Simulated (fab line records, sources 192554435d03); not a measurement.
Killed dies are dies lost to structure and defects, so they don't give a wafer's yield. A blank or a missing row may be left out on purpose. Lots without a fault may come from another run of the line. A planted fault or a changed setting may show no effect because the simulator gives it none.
fab line records | flow n5_finfet
record lots=24 wafers=72 last_day=18
route steps=1938 shown DUMMY_GATE@257 SD_EPI_N@270 SD_EPI_P@312 ILD0@341
lots that met no fault: from a run of the same line without faults
start_h: hours from the record's first day to the start of the lot's first wafer shown | wait_h: hours since the lot's step before | " the same as in the row above | L1.1+2: a row that stands for several wafers | - no value, or no start given | * or withheld: withheld | < > ~ a bound
route shown NAME@n: a module of which the file shows steps, and the number in the route of the first | usual: mean/standard deviation of fault-free wafers | same: alike in all rows | chamber/n: place in a boat | sites: the reading at each site | _std_site: their standard deviation | _edge_site: outer sites' mean less inner sites' | radius_mm: how far each site lies from the wafer's centre | mask NAME#n: copy n | behind: the tool/chamber that last shaped the wafer | hold: why the lot was held/for how many hours/how that ended | device: the transistor (n, p or np) that didn't switch | end of line: the same wafers' tests at the end of the route | a step without rows: its recipe alone | killed: dies lost to structure and defects at the first sort, not the wafer's yield | map: a wafer's dies, x killed, . not, _ none there
set.NAME: the setting as run; set.NAME@STEP: as run at that earlier step | model.NAME: the simulator's own value behind a step, which no gauge read
steps of the route over a sample of lots; a table a step, a row a wafer
services: from which hour (start_h, from the record's first day; less than 0 if before it) a tool's chamber was out of use, for how many hours, and why
## steps
# step N5_DUMMY_GATE_INSPECT_27
# recipe inspect_instrument=brightfield mode=aei
# usual raw_defect_count=319/77
# columns lot.wafer tool chamber start_h wait_h raw_defect_count
L074.2 defect_inspect-02 - 47.41 0.0 278
L074.3 " - " " 308
L074.4 " - " " 316
L075.1 defect_inspect-01 - 54.08 0.0 162
L075.2 " - " " 196
L075.3 " - " " 342
L076.1 defect_inspect-02 - 58.77 0.0 251
L076.2 " - " " 183
L076.5 " - " " 233
L077.3 defect_inspect-01 - 64.84 0.0 190
L077.4 " - " " 397
L077.6 " - " " 204
L078.4 defect_inspect-01 - 69.90 0.0 323
L078.5 " - " " 281
L078.6 " - " " 405
L079.2 defect_inspect-01 - 76.56 0.0 476
L079.3 " - " " 331
L079.6 " - " " 351
L080.1 defect_inspect-02 - 84.58 0.0 267
L080.3 " - " " 297
L080.4 " - " " 353
L081.1 defect_inspect-02 - 90.91 0.0 213
L081.2 " - " " 233
L081.6 " - " " 290
L082.2 defect_inspect-02 - 96.30 0.0 430
L082.4 " - " " 342
L082.5 " - " " 445
L083.3 defect_inspect-01 - 103.83 0.0 194
L083.4 " - " " 369
L083.5 " - " " 317
L084.1 defect_inspect-02 - 107.91 0.0 319
L084.5 " - " " 606
L084.6 " - " " 440
L085.2 defect_inspect-01 - 116.55 0.0 304
L085.4 " - " " 344
L085.5 " - " " 465
L086.2 defect_inspect-01 - 121.79 0.0 251
L086.3 " - " " 346
L086.6 " - " " 296
L087.2 defect_inspect-02 - 127.09 0.0 291
L087.3 " - " " 333
L087.5 " - " " 321
L088.1 defect_inspect-02 - 130.91 0.0 293
L088.4 " - " " 253
L088.5 " - " " 234
L089.2 defect_inspect-02 - 138.32 0.0 357
L089.3 " - " " 243
L089.6 " - " " 440
L090.2 defect_inspect-01 - 143.56 0.0 258
L090.3 " - " " 327
L090.5 " - " " 361
L091.1 defect_inspect-01 - 149.61 0.0 403
L091.4 " - " " 202
L091.5 " - " " 217
L092.1 defect_inspect-02 - 155.46 0.0 291
L092.2 " - " " 315
L092.3 " - " " 436
L093.3 defect_inspect-01 - 162.87 0.0 365
L093.5 " - " " 440
L093.6 " - " " 336
L094.1 defect_inspect-02 - 166.91 0.0 347
L094.4 " - " " 433
L094.5 " - " " 395
L095.2 defect_inspect-02 - 178.52 0.0 461
L095.4 " - " " 220
L095.6 " - " " 400
L096.1 defect_inspect-02 - 182.50 0.0 270
L096.2 " - " " 294
L096.4 " - " " 250
L097.2 defect_inspect-02 - 190.46 0.0 250
L097.4 " - " " 337
L097.5 " - " " 206
# step N5_SD_EPI_N_CD_MEAS_09
# recipe target_cd_nm=120 landing_energy_ev=500 detector=se_inlens
# usual cd_nm=120.1/0.49
# columns lot.wafer tool chamber start_h wait_h cd_nm
L074.2 cd_sem-03 0 48.41 - 120.1
L074.3 " 0 " " 119.9
L074.4 " 0 " " 120.3
L075.1 cd_sem-03 0 55.80 - 119.5
L075.2 " 0 " " 119.1
L075.3 " 0 " " 119.5
L076.1 cd_sem-01 0 59.78 - 120.3
L076.2 " 0 " " 120.9
L076.5 " 0 " " 120.5
L077.3 cd_sem-01 0 65.84 - 119.2
L077.4 " 0 " " 120.3
L077.6 " 0 " " 119.8
L078.4 cd_sem-01 0 70.94 - 119.9
L078.5 " 0 " " 119.6
L078.6 " 0 " " 119.8
L079.2 cd_sem-03 0 77.57 - 121.6
L079.3 " 0 " " 120.5
L079.6 " 0 " " 120.6
L080.1 cd_sem-02 0 85.58 - 120.5
L080.3 " 0 " " 120.8
L080.4 " 0 " " 120.7
L081.1 cd_sem-01 0 92.30 - 120.0
L081.2 " 0 " " 119.9
L081.6 " 0 " " 120.6
L082.2 cd_sem-03 0 98.17 - 119.5
L082.4 " 0 " " 119.5
L082.5 " 0 " " 119.4
L083.3 cd_sem-02 0 104.83 - 119.7
L083.4 " 0 " " 120.5
L083.5 " 0 " " 120.3
L084.1 cd_sem-03 0 108.92 - 119.7
L084.5 " 0 " " 119.5
L084.6 " 0 " " 120.3
L085.2 cd_sem-02 0 117.56 - 119.6
L085.4 " 0 " " 119.7
L085.5 " 0 " " 120.0
L086.2 cd_sem-02 0 122.80 - 119.6
L086.3 " 0 " " 119.2
L086.6 " 0 " " 120.5
L087.2 cd_sem-01 0 128.10 - 120.1
L087.3 " 0 " " 120.4
L087.5 " 0 " " 120.8
L088.1 cd_sem-02 0 131.79 - 120.5
L088.4 " 0 " " 120.2
L088.5 " 0 " " 120.1
L089.2 cd_sem-01 0 139.32 - 119.8
L089.3 " 0 " " 119.8
L089.6 " 0 " " 120.0
L090.2 cd_sem-02 0 144.57 - 120.6
L090.3 " 0 " " 119.5
L090.5 " 0 " " 118.9
L091.1 cd_sem-03 0 150.49 - 120.8
L091.4 " 0 " " 120.3
L091.5 " 0 " " 119.9
L092.1 cd_sem-02 0 156.57 - 120.3
L092.2 " 0 " " 120.3
L092.3 " 0 " " 120.1
L093.3 cd_sem-03 0 163.75 - 120.6
L093.5 " 0 " " 120.6
L093.6 " 0 " " 120.5
L094.1 cd_sem-01 0 167.91 - 120.5
L094.4 " 0 " " 120.7
L094.5 " 0 " " 119.6
L095.2 cd_sem-02 0 179.40 - 119.8
L095.4 " 0 " " 120.3
L095.6 " 0 " " 120.1
L096.1 cd_sem-03 0 185.59 - 119.9
L096.2 " 0 " " 120.1
L096.4 " 0 " " 120.3
L097.2 cd_sem-01 0 191.48 - 120.3
L097.4 " 0 " " 119.6
L097.5 " 0 " " 120.1
# step N5_SD_EPI_N_ETCHBACK_44
# recipe chemistry=CH3F/O2 mode=anisotropic_etchback target=SiNx target_depth_a=145 stop_on=SiO2 over_etch_frac=0.3 ion_energy_ev=120 pressure_mtorr=30 source_w=395 bias_w=73 Ar_flow_sccm=150 CH3F_flow_sccm=30 O2_flow_sccm=20
# usual drypump_motor_current_A=5.56/0.29 mfc_ar_sccm=150.0/0.52 oes_product_au=0.70/0.08 rf_vpp_V=297.9/2.6 showerhead_plenum_p_Torr=2.04/0.058 throttle_valve_pct=16.3/0.33
# columns lot.wafer tool chamber start_h wait_h drypump_motor_current_A mfc_ar_sccm oes_product_au rf_hours_counter_h rf_vpp_V showerhead_plenum_p_Torr throttle_valve_pct
L074.2 rie_diel-03 2 48.98 0.0 5.63 149.4 0.60 241 297.9 1.89 16.4
L074.3 " 1 " " 5.55 149.8 0.64 184 302.0 2.00 16.4
L074.4 " 2 " " 5.68 149.7 0.60 - 299.6 1.90 16.4
L075.1 rie_diel-04 0 56.41 0.0 5.42 150.3 0.77 17 297.6 2.13 16.4
L075.2 " 1 " " 5.76 150.1 0.61 216 297.9 2.07 16.5
L075.3 " 2 " " 5.67 150.1 0.82 2 298.5 2.05 15.8
L076.1 rie_diel-03 2 60.28 0.0 5.66 149.8 0.60 246 300.2 1.89 16.4
L076.2 " 3 " " 5.64 149.8 0.60 215 300.9 2.06 16.8
L076.5 " 1 " " 5.55 149.8 0.64 - 300.3 1.99 16.4
L077.3 rie_diel-06 2 66.34 0.0 4.98 149.6 0.74 51 294.1 1.96 16.5
L077.4 " 1 " " 5.30 150.1 0.67 95 292.7 1.93 16.5
L077.6 " 2 " " 4.98 150.0 0.74 - 296.4 1.96 16.5
L078.4 rie_diel-04 0 72.02 0.1 5.38 148.9 0.75 - 298.2 2.12 16.5
L078.5 " 2 " " 5.67 149.5 0.80 - 296.5 2.05 15.8
L078.6 " 1 " " 5.74 150.3 0.59 - 297.5 2.06 16.5
L079.2 rie_diel-04 0 78.07 0.0 5.41 149.8 0.74 26 297.2 2.12 16.5
L079.3 " 2 " " 5.67 149.8 0.79 11 297.4 2.05 15.8
L079.6 " 0 " " 5.42 149.8 0.75 - 296.9 2.12 16.5
L080.1 rie_diel-04 2 86.08 0.0 5.65 150.7 0.79 14 297.2 2.05 15.8
L080.3 " 3 " " 5.53 149.9 0.84 2 297.6 2.05 15.8
L080.4 " 0 " " 5.42 149.7 0.75 29 298.5 2.12 16.5
L081.1 rie_diel-04 3 92.80 0.0 5.53 149.1 0.82 4 297.4 2.05 15.8
L081.2 " 2 " " 5.67 150.0 0.78 16 297.6 2.05 15.8
L081.6 " 2 " " 5.70 150.1 0.78 - 298.5 2.05 15.8
L082.2 rie_diel-06 0 98.67 0.0 5.49 149.3 0.64 165 293.6 2.00 16.2
L082.4 " 3 " " 6.48 149.6 0.63 179 300.8 2.07 16.5
L082.5 " 3 " " 6.49 149.9 0.62 - 300.4 2.07 16.5
L083.3 rie_diel-06 3 105.49 0.0 6.48 149.1 0.63 181 301.0 2.07 16.5
L083.4 " 1 " " 5.30 149.9 0.67 106 294.2 1.93 16.6
L083.5 " 3 " " 6.48 149.8 0.62 - 302.2 2.07 16.5
L084.1 rie_diel-03 0 109.56 0.0 5.07 149.7 0.78 18 292.6 1.96 16.3
L084.5 " 1 " " 5.55 149.6 0.61 - 300.7 1.99 16.4
L084.6 " 0 " " 5.09 150.1 0.79 - 294.4 1.96 16.3
L085.2 rie_diel-04 1 118.06 0.0 5.75 150.3 0.59 239 298.0 2.06 16.6
L085.4 " 0 " " 5.40 149.9 0.73 39 299.0 2.12 16.5
L085.5 " 0 " " 5.40 149.6 0.72 - 298.2 2.12 16.5
L086.2 rie_diel-04 1 123.30 0.0 5.76 150.0 0.59 241 297.6 2.06 16.6
L086.3 " 3 " " 5.53 149.8 0.80 14 295.8 2.04 15.8
L086.6 " 1 " " 5.73 149.9 0.58 - 298.2 2.06 16.6
L087.2 rie_diel-04 1 128.88 0.0 5.77 149.7 0.59 243 297.9 2.06 16.6
L087.3 " 0 " " 5.42 149.0 0.72 44 297.2 2.12 16.5
L087.5 " 1 " " 5.75 150.0 0.59 - 299.0 2.06 16.6
L088.1 rie_diel-03 0 132.33 0.0 5.09 149.9 0.77 21 293.5 1.96 16.3
L088.4 " 3 " " 5.65 150.5 0.59 245 300.5 2.05 16.9
L088.5 " 1 " " 5.56 148.8 0.61 - 300.4 1.98 16.4
L089.2 rie_diel-03 2 139.83 0.0 5.67 149.9 0.79 12 306.1 2.14 15.9
L089.3 " 1 " " 5.56 150.5 0.61 222 301.8 1.98 16.4
L089.6 " 1 " " 5.56 151.0 0.62 - 299.9 1.98 16.4
L090.2 rie_diel-03 1 145.07 0.0 5.55 149.6 0.60 223 299.9 1.98 16.4
L090.3 " 0 " " 5.05 150.0 0.76 25 293.9 1.96 16.3
L090.5 " 2 " " 5.64 150.4 0.79 - 304.6 2.14 15.9
L091.1 rie_diel-04 0 150.99 0.0 5.43 150.0 0.70 52 298.2 2.11 16.5
L091.4 " 2 " " 5.67 151.0 0.74 - 298.2 2.04 15.8
L091.5 " 0 " " 5.41 151.0 0.71 - 297.7 2.11 16.5
L092.1 rie_diel-04 2 157.07 0.0 5.67 150.3 0.74 38 296.8 2.04 15.9
L092.2 " 3 " " 5.53 150.2 0.77 27 297.7 2.04 15.8
L092.3 " 0 " " 5.42 149.7 0.70 55 298.2 2.11 16.5
L093.3 rie_diel-06 3 164.25 0.0 6.48 149.2 0.62 202 300.7 2.07 16.5
L093.5 " 1 " " 5.34 149.7 0.65 - 293.2 1.92 16.6
L093.6 " 0 " " 5.47 150.0 0.63 - 293.6 1.99 16.3
L094.1 rie_diel-04 2 168.49 0.0 5.69 150.5 0.74 43 298.3 2.04 15.9
L094.4 " 1 " " 5.73 149.5 0.84 1 297.7 2.06 16.1
L094.5 " 1 " " 5.74 150.0 0.84 - 297.1 2.05 16.1
L095.2 rie_diel-04 2 179.97 0.0 5.67 150.3 0.73 47 297.9 2.04 15.9
L095.4 " 0 " " 5.41 150.1 0.70 63 296.0 2.11 16.5
L095.6 " 2 " " 5.68 150.5 0.73 - 297.0 2.04 15.9
L096.1 rie_diel-04 3 186.40 0.0 5.53 149.0 0.75 37 295.8 2.04 15.8
L096.2 " 0 " " 5.41 149.4 0.70 64 296.8 2.11 16.5
L096.4 " 2 " " 5.68 150.0 0.72 49 297.1 2.03 15.9
L097.2 rie_diel-03 2 192.26 0.0 5.66 150.2 0.75 33 303.2 2.13 16.0
L097.4 " 0 " " 5.09 150.3 0.74 46 294.1 1.95 16.3
L097.5 " 3 " " 5.64 149.2 0.83 - 301.3 2.05 16.4
# step N5_SD_EPI_P_ETCH_16
# recipe chemistry=CHF3/O2 target=SiO2 target_depth_a=50 mask_material=SOC pressure_mtorr=30 source_w=650 bias_w=170 Ar_flow_sccm=200 CHF3_flow_sccm=50 O2_flow_sccm=5 ion_energy_ev=200
# usual drypump_motor_current_A=5.9/0.35 mfc_ar_sccm=200.0/0.62 oes_product_au=0.76/0.073 rf_vpp_V=525/4.8 showerhead_plenum_p_Torr=2.43/0.046 throttle_valve_pct=18.93/0.19
# columns lot.wafer tool chamber start_h wait_h drypump_motor_current_A mfc_ar_sccm oes_product_au rf_hours_counter_h rf_vpp_V showerhead_plenum_p_Torr throttle_valve_pct
L074.2 rie_diel-01 1 53.68 0.1 5.9 201.5 0.70 192 520 2.39 18.89
L074.3 " 2 " " 5.5 199.9 0.71 172 534 2.49 19.10
L074.4 " 3 " " 5.8 199.3 0.82 80 526 2.34 19.05
L075.1 rie_diel-02 2 60.91 0.1 6.3 199.0 0.70 225 526 2.48 19.29
L075.2 " 1 " " 6.3 200.4 0.77 134 525 2.42 19.09
L075.3 " 3 " " 5.7 199.5 0.77 110 526 2.43 18.62
L076.1 rie_diel-01 2 64.97 0.1 5.5 199.2 0.71 175 534 2.49 19.09
L076.2 " 0 " " 6.4 200.5 0.68 216 529 2.48 18.73
L076.5 " 2 " " 5.5 200.0 0.71 - 535 2.49 19.08
L077.3 rie_diel-01 0 71.74 0.1 6.3 200.5 0.68 217 531 2.48 18.75
L077.4 " 1 " " 5.9 200.7 0.70 197 520 2.39 18.90
L077.6 " 2 " " 5.5 200.1 0.71 - 534 2.49 19.09
L078.4 rie_diel-02 1 77.65 0.1 6.4 199.7 0.77 140 525 2.41 19.10
L078.5 " 1 " " 6.4 200.9 0.76 - 525 2.41 19.11
L078.6 " 2 " " 6.3 198.9 0.70 - 525 2.48 19.30
L079.2 rie_diel-02 1 83.85 0.1 6.3 199.9 0.76 142 526 2.41 19.09
L079.3 " 0 " " 5.5 198.8 0.85 47 521 2.45 18.80
L079.6 " 0 " " 5.5 200.1 0.85 - 520 2.45 18.81
L080.1 rie_diel-05 0 91.02 0.1 6.0 201.1 0.94 17 519 2.46 18.97
L080.3 " 1 " " 5.9 199.4 0.93 14 524 2.46 18.50
L080.4 " 3 " " 6.0 199.5 0.72 197 527 2.49 18.88
L081.1 rie_diel-01 1 97.69 0.1 5.9 199.6 0.70 204 519 2.39 18.89
L081.2 " 2 " " 5.5 199.4 0.70 184 533 2.48 19.11
L081.6 " 1 " " 5.9 201.0 0.70 - 519 2.39 18.89
L082.2 rie_diel-02 0 104.90 0.1 5.4 200.9 0.84 54 519 2.45 18.83
L082.4 " 2 " " 6.3 200.0 0.70 239 524 2.47 19.32
L082.5 " 0 " " 5.4 200.5 0.84 - 518 2.45 18.83
L083.3 rie_diel-01 3 110.87 0.1 5.8 199.4 0.81 95 526 2.33 19.11
L083.4 " 1 " " 5.9 200.2 0.71 208 518 2.39 18.89
L083.5 " 2 " " 5.5 199.9 0.70 - 535 2.48 19.12
L084.1 rie_diel-01 0 114.99 0.1 6.4 200.6 0.68 229 531 2.47 18.76
L084.5 " 0 " " 6.3 200.2 0.68 - 528 2.48 18.78
L084.6 " 3 " " 5.8 200.4 0.82 - 527 2.33 19.08
L085.2 rie_diel-01 0 122.59 0.1 6.3 200.2 0.68 232 529 2.47 18.77
L085.4 " 2 " " 5.5 199.7 0.69 193 533 2.48 19.10
L085.5 " 2 " " 5.5 199.2 0.70 - 533 2.48 19.11
L086.2 rie_diel-02 3 127.93 0.1 5.7 199.9 0.77 131 526 2.42 18.67
L086.3 " 0 " " 5.4 200.4 0.83 62 518 2.45 18.84
L086.6 " 1 " " 6.4 199.3 0.75 - 528 2.41 19.13
L087.2 rie_diel-01 1 133.54 0.1 5.9 200.0 0.69 216 521 2.39 18.91
L087.3 " 0 " " 6.3 199.6 0.67 235 530 2.47 18.77
L087.5 " 1 " " 5.9 200.3 0.69 - 519 2.39 18.90
L088.1 rie_diel-01 1 137.65 0.1 5.9 199.1 0.69 217 519 2.39 18.92
L088.4 " 0 " " 6.4 198.9 0.67 236 529 2.47 18.76
L088.5 " 1 " " 5.9 200.4 0.69 - 517 2.39 18.91
L089.2 rie_diel-02 1 144.64 0.1 6.4 200.7 0.75 161 525 2.41 19.13
L089.3 " 3 " " 5.7 200.7 0.76 137 526 2.42 18.68
L089.6 " 3 " " 5.7 199.9 0.75 - 527 2.42 18.69
L090.2 rie_diel-02 3 149.78 0.1 5.7 200.8 0.75 138 526 2.42 18.68
L090.3 " 0 " " 5.4 200.3 0.82 69 519 2.44 18.85
L090.5 " 0 " " 5.4 200.6 0.83 - 520 2.44 18.84
L091.1 rie_diel-05 0 156.46 0.1 6.1 199.9 0.90 36 521 2.45 18.98
L091.4 " 3 " " 6.0 200.0 0.71 215 526 2.49 18.90
L091.5 " 1 " " 5.9 198.8 0.89 - 523 2.45 18.55
L092.1 rie_diel-02 3 162.58 0.1 5.7 200.9 0.75 143 527 2.42 18.68
L092.2 " 0 " " 5.4 199.7 0.81 74 519 2.44 18.84
L092.3 " 1 " " 6.4 200.9 0.75 167 525 2.40 19.13
L093.3 rie_diel-01 1 168.91 0.1 5.9 200.5 0.68 227 518 2.38 18.95
L093.5 " 2 " " 5.5 199.7 0.68 - 535 2.48 19.14
L093.6 " 3 " " 5.8 200.2 0.79 - 527 2.33 19.11
L094.1 rie_diel-02 0 172.99 0.1 5.4 199.4 0.82 77 520 2.44 18.86
L094.4 " 2 " " 6.3 200.3 0.99 3 524 2.47 18.93
L094.5 " 1 " " 6.4 200.1 0.74 - 525 2.40 19.16
L095.2 rie_diel-01 0 185.41 0.1 6.3 199.1 0.66 250 530 2.47 18.80
L095.4 " 1 " " 5.9 200.4 0.68 - 520 2.38 18.95
L095.6 " 2 " " 5.5 200.8 0.68 - 534 2.47 19.14
L096.1 rie_diel-02 2 191.35 0.1 6.3 199.1 0.98 10 525 2.47 18.93
L096.2 " 1 " " 6.4 200.7 0.74 177 526 2.40 19.16
L096.4 " 2 " " 6.3 199.1 0.97 - 524 2.47 18.92
L097.2 rie_diel-05 0 196.82 0.1 6.1 200.0 0.88 47 520 2.45 19.00
L097.4 " 2 " " 5.5 200.0 0.82 67 529 2.44 18.77
L097.5 " 2 " " 5.5 199.4 0.81 - 530 2.44 18.78
# step N5_SD_EPI_P_EPI_MEAS_23
# recipe mode=xrd
# usual thk_nm=60.9/1.4
# columns lot.wafer tool chamber start_h wait_h thk_nm
L074.2 film_metro-02 - 56.61 1.5 58.1
L074.3 " - " " 61.6
L074.4 " - " " 61.1
L075.1 film_metro-01 - 63.97 1.8 62.3
L075.2 " - " " 62.5
L075.3 " - " " 61.5
L076.1 film_metro-02 - 68.74 2.4 60.1
L076.2 " - " " 60.0
L076.5 " - " " 61.3
L077.3 film_metro-01 - 74.72 1.1 60.0
L077.4 " - " " 61.1
L077.6 " - " " 62.9
L078.4 film_metro-01 - 81.43 1.0 61.8
L078.5 " - " " 65.0
L078.6 " - " " 60.2
L079.2 film_metro-02 - 86.79 1.5 57.0
L079.3 " - " " 59.0
L079.6 " - " " 57.6
L080.1 film_metro-02 - 93.95 1.8 60.9
L080.3 " - " " 58.8
L080.4 " - " " 60.6
L081.1 film_metro-01 - 100.61 1.8 60.6
L081.2 " - " " 60.6
L081.6 " - " " 59.7
L082.2 film_metro-01 - 109.79 2.6 61.1
L082.4 " - " " 61.0
L082.5 " - " " 62.7
L083.3 film_metro-01 - 113.81 1.1 60.0
L083.4 " - " " 60.4
L083.5 " - " " 59.9
L084.1 film_metro-02 - 117.92 1.8 63.7
L084.5 " - " " 63.1
L084.6 " - " " 61.8
L085.2 film_metro-02 - 125.53 1.5 61.8
L085.4 " - " " 60.6
L085.5 " - " " 60.7
L086.2 film_metro-02 - 130.86 1.5 62.1
L086.3 " - " " 61.1
L086.6 " - " " 61.3
L087.2 film_metro-02 - 136.47 1.5 58.4
L087.3 " - " " 58.7
L087.5 " - " " 62.3
L088.1 film_metro-01 - 141.42 2.4 60.9
L088.4 " - " " 60.2
L088.5 " - " " 60.6
L089.2 film_metro-01 - 148.43 2.0 60.9
L089.3 " - " " 59.6
L089.6 " - " " 59.6
L090.2 film_metro-01 - 152.87 1.5 61.9
L090.3 " - " " 61.9
L090.5 " - " " 62.3
L091.1 film_metro-01 - 159.39 1.8 61.3
L091.4 " - " " 60.3
L091.5 " - " " 60.4
L092.1 film_metro-02 - 165.56 1.8 63.8
L092.2 " - " " 59.9
L092.3 " - " " 62.4
L093.3 film_metro-02 - 172.03 1.1 61.8
L093.5 " - " " 60.8
L093.6 " - " " 61.3
L094.1 film_metro-01 - 175.92 1.8 61.4
L094.4 " - " " 60.7
L094.5 " - " " 58.7
L095.2 film_metro-01 - 188.35 1.5 61.0
L095.4 " - " " 61.4
L095.6 " - " " 63.1
L096.1 film_metro-02 - 194.28 1.8 61.2
L096.2 " - " " 59.7
L096.4 " - " " 60.4
L097.2 film_metro-02 - 199.75 1.5 62.9
L097.4 " - " " 61.5
L097.5 " - " " 62.2
# step N5_ILD0_THK_MEAS_08
# usual thk_nm=139.0/0.87
# columns lot.wafer tool chamber start_h wait_h thk_nm
L074.2 film_metro-01 - 60.55 - 139.5
L074.3 " - " " 139.5
L074.4 " - " " 138.9
L075.1 film_metro-01 - 67.93 - 138.0
L075.2 " - " " 139.2
L075.3 " - " " 137.4
L076.1 film_metro-02 - 72.69 - 138.1
L076.2 " - " " 137.9
L076.5 " - " " 138.1
L077.3 film_metro-02 - 78.68 - 139.7
L077.4 " - " " 139.9
L077.6 " - " " 139.9
L078.4 film_metro-02 - 85.50 - 138.8
L078.5 " - " " 138.8
L078.6 " - " " 139.3
L079.2 film_metro-02 - 90.86 - 138.0
L079.3 " - " " 137.5
L079.6 " - " " 138.5
L080.1 film_metro-02 - 98.48 - 138.1
L080.3 " - " " 138.0
L080.4 " - " " 140.0
L081.1 film_metro-01 - 104.85 - 139.8
L081.2 " - " " 140.9
L081.6 " - " " 140.5
L082.2 film_metro-02 - 113.75 - 139.3
L082.4 " - " " 139.5
L082.5 " - " " 138.2
L083.3 film_metro-02 - 117.82 - 140.0
L083.4 " - " " 139.5
L083.5 " - " " 139.4
L084.1 film_metro-02 - 122.24 - 138.7
L084.5 " - " " 138.2
L084.6 " - " " 138.8
L085.2 film_metro-02 - 129.49 - 138.8
L085.4 " - " " 138.2
L085.5 " - " " 138.5
L086.2 film_metro-02 - 134.89 - 137.6
L086.3 " - " " 137.1
L086.6 " - " " 138.0
L087.2 film_metro-01 - 140.46 - 140.1
L087.3 " - " " 139.0
L087.5 " - " " 138.5
L088.1 film_metro-01 - 145.38 - 139.1
L088.4 " - " " 139.0
L088.5 " - " " 138.5
L089.2 film_metro-02 - 152.40 - 139.4
L089.3 " - " " 139.4
L089.6 " - " " 140.5
L090.2 film_metro-01 - 157.06 - 139.8
L090.3 " - " " 138.0
L090.5 " - " " 136.9
L091.1 film_metro-01 - 163.34 - 139.3
L091.4 " - " " 139.0
L091.5 " - " " 140.3
L092.1 film_metro-02 - 169.61 - 138.6
L092.2 " - " " 138.5
L092.3 " - " " 138.8
L093.3 film_metro-02 - 176.03 - 138.1
L093.5 " - " " 139.5
L093.6 " - " " 139.1
L094.1 film_metro-01 - 181.04 - 138.1
L094.4 " - " " 138.6
L094.5 " - " " 137.3
L095.2 film_metro-02 - 192.40 - 139.5
L095.4 " - " " 139.5
L095.6 " - " " 139.9
L096.1 film_metro-01 - 199.37 - 138.9
L096.2 " - " " 139.9
L096.4 " - " " 139.0
L097.2 film_metro-01 - 205.70 - 138.2
L097.4 " - " " 137.9
L097.5 " - " " 138.9
## services
# columns tool chamber start_h hours kind
rie_diel-02 0 49.56 4.1 repair
rie_diel-06 1 51.39 1.4 repair
rie_diel-04 3 66.26 - clean
rie_diel-04 3 66.26 - consumable_replace:focus_ring
rie_diel-04 3 66.26 13.0 scheduled_down
rie_diel-04 3 66.26 13.0 vent_cycle
rie_diel-05 0 72.95 3.1 repair
rie_diel-01 - 73.88 0.1 repair
rie_diel-05 3 94.96 1.2 repair
rie_diel-03 0 111.09 14.0 repair
rie_diel-02 2 138.40 - clean
rie_diel-02 2 138.40 - consumable_replace:focus_ring
rie_diel-02 2 138.40 25.0 scheduled_down
rie_diel-02 2 138.40 25.0 vent_cycle
rie_diel-01 3 147.65 1.5 repair
rie_diel-04 1 149.34 - clean
rie_diel-04 1 149.34 - consumable_replace:focus_ring
rie_diel-04 1 149.34 18.4 scheduled_down
rie_diel-04 1 149.34 18.4 vent_cycle
rie_diel-02 3 191.01 10.1 repair
rie_diel-01 0 196.11 - clean
rie_diel-01 0 196.11 - consumable_replace:focus_ring
rie_diel-01 0 196.11 21.7 scheduled_down
rie_diel-01 0 196.11 21.7 vent_cycle
## key
fault none
